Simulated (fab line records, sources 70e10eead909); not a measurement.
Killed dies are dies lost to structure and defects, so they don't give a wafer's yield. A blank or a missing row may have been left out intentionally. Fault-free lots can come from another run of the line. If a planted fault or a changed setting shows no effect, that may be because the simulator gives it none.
Matching of chambers ; flow nand harc ; ald metal-03 running NHARC_A_WL_FILL_ALD_02: 4 sister chambers
The step deposits TiN, target thk 2 nm, pulse time 3 s, ald cycles 100. 8 wafers are shown with their chamber, then 7 later ones without.

## WAFERS, EACH WITH ITS CHAMBER
wafer;chamber;heater power w (W);precursor pulse height rel
L135.3;2;1185;1.000
L135.6;1;992;1.003
L137.4;2;1164;0.968
L137.6;3;961;1.018
L140.1;1;1017;0.963
L140.5;0;974;0.973
L141.1;0;961;0.998
L141.4;3;979;0.974

## WAFERS WITH NO CHAMBER GIVEN
wafer;heater power w (W);precursor pulse height rel
L141.5;976;1.050
L147.1;884;1.005
L147.2;975;1.009
L147.6;1012;0.988
L156.2;965;0.987
L156.3;1010;0.996
L156.5;1004;1.022

## EACH ONE'S CHAMBER
wafer;from the rows above;in truth
L141.5;can't be placed: 3 or 0 or 1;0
L147.1;can't be placed: 0 or 3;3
L147.2;can't be placed: 3 or 0 or 1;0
L147.6;1;1
L156.2;can't be placed: 0 or 3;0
L156.3;1;1
L156.5;can't be placed: 1 or 3 or 0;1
Correctly placed: 2 of 7. These rows do not allow placing 5 (true chamber among the candidates in 5). Placed wrongly: 0.
How it was worked out, from the rows above alone: a wafer's distance from a chamber is the root of the sum, over the readings, of the square of ((its reading less the chamber's mean) divided by the reading's scatter). The wafer belongs to the nearest chamber; if the next one is less than 2 further off, it can't be placed. A chamber's mean is the mean of its shown wafers. The scatter: the root of (the sum of the squares of (reading less its chamber's mean) over the shown wafers, divided by (wafers less chambers)).
